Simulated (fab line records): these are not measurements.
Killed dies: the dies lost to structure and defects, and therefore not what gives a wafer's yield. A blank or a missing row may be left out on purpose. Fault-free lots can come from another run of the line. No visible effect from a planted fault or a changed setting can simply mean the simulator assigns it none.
Which tool did it? ; flow n5Finfet ; 23 wafers from 8 lots sampled at 7 of the route's 1938 steps

== WHAT THE GAUGES SHOWED, per wafer ==
N5_MOL_CONTACT_COAG_THK_MEAS_29.
lot;measured;on;MD_CAP_THK (nm)
L962;day 5 05:23;filmMetro-02;18.01 18.06 18.11
L963;day 5 11:15;filmMetro-02;17.76 17.96 17.98
L968;day 7 02:07;filmMetro-01;18.06 17.99 7.65
L969;day 7 05:22;filmMetro-01;17.94 17.94 17.86
L973;day 8 00:52;filmMetro-02;7.83 7.69
L979;day 9 15:25;filmMetro-02;18.03 17.87 17.98
L983;day 10 11:35;filmMetro-02;17.91 17.96 17.96
L984;day 10 22:08;filmMetro-01;18.14 18.01 18.11

N5_BEOL_M4_RC_MEAS_101.
lot;measured;on;DIBL_N (mV/V);DIBL_P (mV/V);IOFF_N (nA/um);IOFF_P (nA/um);ION_N (uA/um);ION_P (uA/um);SS_N (mV/dec);SS_P (mV/dec);VT_N (mV);VT_P (mV)
L962;day 10 12:04;prober-02;34.6 40.1 36.5;36 42 38;0.13 0.26 0.17;0.18 0.29 0.22;657 688 667;448 468 459;70.1 72.2 72.0;72.9 74.8 72.7;253 242 249;-255 -245 -251
L963;day 11 05:18;prober-02;36.0 36.3 36.3;34 36 35;0.14 0.17 0.15;0.20 0.24 0.24;676 692 691;465 472 474;71.2 71.6 71.2;72.9 73.4 72.7;248 244 249;-250 -246 -248
L968;day 12 01:53;prober-02;37.1 38.0 34.7;39 41 37;0.18 0.21 0.14;0.24 0.29 0.21;674 686 667;463 476 463;72.0 71.8 70.5;74.2 74.3 73.3;250 249 252;-248 -247 -247
L969;day 12 21:09;prober-02;40.1 41.5 40.5;41 40 39;0.23 0.26 0.26;0.33 0.32 0.30;688 700 686;477 475 470;71.7 73.2 71.8;74.0 74.5 74.3;246 243 242;-242 -243 -246
L973;day 13 12:41;prober-02;35.2 37.4;37 39;0.16 0.19;0.24 0.26;693 671;476 461;70.9 71.9;74.2 74.3;249 248;-247 -249
L979;day 15 15:47;prober-01;32.3 36.0 32.8;34 38 34;0.11 0.17 0.12;0.17 0.25 0.18;661 662 671;452 461 469;70.5 72.2 70.6;71.0 74.0 71.9;253 247 254;-252 -248 -252
L983;day 16 07:49;prober-02;36.5 37.0 38.3;39 39 41;0.19 0.19 0.23;0.26 0.26 0.30;704 674 700;484 462 477;71.2 72.0 71.3;74.6 73.8 74.7;244 248 245;-243 -248 -248
L984;day 16 15:21;prober-02;39.7 40.2 38.0;42 42 39;0.26 0.25 0.22;0.32 0.33 0.26;694 682 681;474 475 466;72.8 72.6 72.4;75.2 74.5 74.2;241 246 245;-245 -245 -246

== TOOL THAT RAN EACH LOT (tool first, then ch and the chambers of the sampled wafers, then the start) ==
lot;N5_HKMG_FIN_ALD_21;N5_GATE_CUT_SAC_CAP_01;N5_GATE_CUT_PECVD_57;N5_GATE_CUT_HM_DEP_46;N5_MOL_CONTACT_COAG_ETCH_47
L962;aldMetal-04 ch 2,3, day 4 12:13;aldSin-03 ch 0,3, day 4 14:06;pecvd-04 ch 0,1,2, day 4 16:17;pecvd-03 ch 0,1, day 4 16:41;rieDiel-01 ch 0,1,2, day 5 07:05
L963;aldMetal-03 ch 1,2,3, day 4 18:14;aldSin-03 ch 1,2, day 4 20:07;pecvd-03 ch 0,1, day 4 22:19;pecvd-02 ch 1,2, day 4 22:44;rieDiel-01 ch 0,2,3, day 5 12:50
L968;aldMetal-03 ch 1,2, day 6 09:02;aldSin-03 ch 0,1, day 6 10:56;pecvd-03 ch 0,1, day 6 13:08;pecvd-03 ch 0,1, day 6 13:32;rieDiel-04 ch 0,2,3, day 7 04:43
L969;aldMetal-02 ch 1,2, day 6 11:22;aldSin-01 ch 0,1,3, day 6 13:16;pecvd-04 ch 0,1, day 6 15:28;pecvd-03 ch 0,1,2, day 6 15:52;rieDiel-04 ch 0,2,3, day 7 07:05
L973;aldMetal-02 ch 1,2, day 7 05:51;aldSin-03 ch 0,1, day 7 07:49;pecvd-03 ch 0,2, day 7 10:02;pecvd-04 ch 1,2, day 7 10:26;rieDiel-01 ch 2,3, day 8 03:12
L979;aldMetal-02 ch 0,1, day 8 21:14;aldSin-01 ch 2,3, day 8 23:48;pecvd-02 ch 0,1, day 9 01:59;pecvd-03 ch 0,2, day 9 02:24;rieDiel-04 ch 0,1, day 9 17:22
L983;aldMetal-04 ch 0,1,2, day 9 17:59;aldSin-01 ch 1,3, day 9 20:08;pecvd-02 ch 0,1,2, day 9 22:20;pecvd-03 ch 0,1, day 9 22:44;rieDiel-05 ch 0,1,2, day 10 13:10
L984;aldMetal-03 ch 0,2,3, day 10 00:40;aldSin-03 ch 0,2,3, day 10 02:39;pecvd-03 ch 0,1, day 10 04:50;pecvd-03 ch 0,1, day 10 05:16;rieDiel-01 ch 0,1, day 11 00:01
- N5_HKMG_FIN_ALD_21: deposits TiN, target thk 1.5 nm, pulse time 1 s, purge time 3 s.
- N5_GATE_CUT_SAC_CAP_01: material SiNx, target thk 24 nm, pulse time 1 s, ald cycles 480.
- N5_GATE_CUT_PECVD_57: deposits SiNx from SiH4/NH3/N2, target thk 21 nm.
- N5_GATE_CUT_HM_DEP_46: deposits SiO2 from TEOS/O2, target thk 130 nm, time 26.6 s.
- N5_MOL_CONTACT_COAG_ETCH_47: etches SiNx in CH3F/O2, stops on W, target depth 27 nm.

== WHAT THE TOOLS THEMSELVES READ (means of the sampled wafers that have a number; where no wafer has one, the mark that the record gives instead) ==
N5_HKMG_FIN_ALD_21.
lot;tool;heaterPowerW (W);precursorPulseHeightRel;susceptorTempC (C)
L962;aldMetal-04;914;1.009;399.77
L963;aldMetal-03;900;1.000;400.12
L968;aldMetal-03;888;0.982;399.82
L969;aldMetal-02;785;0.991;400.10
L973;aldMetal-02;791;1.029;399.88
L979;aldMetal-02;885;0.994;400.12
L983;aldMetal-04;859;0.988;399.93
L984;aldMetal-03;896;0.994;400.03

N5_GATE_CUT_SAC_CAP_01.
lot;tool;heaterPowerW (W);precursorPulseHeightRel;susceptorTempC (C)
L962;aldSin-03;770;1.008;399.96
L963;aldSin-03;907;0.997;400.16
L968;aldSin-03;819;0.976;399.79
L969;aldSin-01;874;0.992;400.07
L973;aldSin-03;766;0.981;399.72
L979;aldSin-01;779;1.002;399.90
L983;aldSin-01;925;1.001;400.06
L984;aldSin-03;829;1.008;400.06

N5_GATE_CUT_PECVD_57.
lot;tool;heaterPowerW (W);showerheadPlenumPTorr (Torr);susceptorTempC (C);throttleValvePct (%)
L962;pecvd-04;772;5.14;400.06;40.0
L963;pecvd-03;789;5.16;400.06;41.0
L968;pecvd-03;778;5.16;400.11;41.1
L969;pecvd-04;843;5.13;399.81;40.9
L973;pecvd-03;807;5.10;400.19;37.7
L979;pecvd-02;797;5.12;400.23;39.7
L983;pecvd-02;715;5.13;399.95;38.7
L984;pecvd-03;801;5.15;400.01;41.2

N5_GATE_CUT_HM_DEP_46.
lot;tool;heaterPowerW (W);showerheadPlenumPTorr (Torr);susceptorTempC (C);throttleValvePct (%)
L962;pecvd-03;577;8.355;399.74;19.2
L963;pecvd-02;484;8.327;399.97;17.5
L968;pecvd-03;576;8.363;399.84;18.6
L969;pecvd-03;572;8.339;400.17;18.5
L973;pecvd-04;541;8.354;400.02;19.1
L979;pecvd-03;612;8.349;400.05;17.9
L983;pecvd-03;583;8.349;399.90;18.7
L984;pecvd-03;558;8.337;399.98;18.8

N5_MOL_CONTACT_COAG_ETCH_47.
lot;tool;drypumpMotorCurrentA (A);etchRfOnTimeS (s);oesProductAu (a.u.);rfVppV (V);showerheadPlenumPTorr (Torr);throttleValvePct (%)
L962;rieDiel-01;5.2;31.5;0.66;301;2.01;16.35
L963;rieDiel-01;5.4;31.2;0.69;296;1.96;16.22
L968;rieDiel-04;5.7;26.0;0.64;296;2.02;16.17
L969;rieDiel-04;5.7;31.5;0.65;296;2.02;16.18
L973;rieDiel-01;5.4;13.6;0.70;292;1.92;16.11
L979;rieDiel-04;6.0;31.1;0.67;302;2.01;16.40
L983;rieDiel-05;5.7;30.9;0.72;295;2.00;16.12
L984;rieDiel-01;5.2;31.5;0.64;303;2.05;16.42

== THE ANSWER, worked out from the rows above alone ==
Rule: usual is defined by the lots themselves. Put in order of their means at a reading, lots are off if they are a third of the lots or fewer, leave a main group of 4 or more, and stand apart from it by a gap of 3 or more times the standard deviation of the main group's means; of several such gaps the widest counts. A main group is skipped when, at the precision printed for the reading in the tables above, its means are all equal. A lot without any number at a reading at which 4 lots or more have one is off too. Where the step has rows for the other lots, those lots are counted as sound. After the gauges, taken in route order, come the tools' own readings; for these a lot's mean is taken, as printed above. At the first step where some lot is off, the reading lying furthest off is the one used; lots without a number count as furthest.
Off: L968, L973, at N5_MOL_CONTACT_COAG_THK_MEAS_29 (MD_CAP_THK). Mean 17.98 nm and standard deviation 0.071 in the main group.
If a tool, at a process step before that reading, ran all the lots that are off and no sound lot after the first of them, it fits. The gauges at N5_MOL_CONTACT_COAG_THK_MEAS_29 aren't tried: what is off there is off at N5_MOL_CONTACT_COAG_ETCH_47 too, on other tools, and a gauge's error can't cause that. Of those tried, none fits.

== WHAT THE SIMULATOR HAD PUT IN ==
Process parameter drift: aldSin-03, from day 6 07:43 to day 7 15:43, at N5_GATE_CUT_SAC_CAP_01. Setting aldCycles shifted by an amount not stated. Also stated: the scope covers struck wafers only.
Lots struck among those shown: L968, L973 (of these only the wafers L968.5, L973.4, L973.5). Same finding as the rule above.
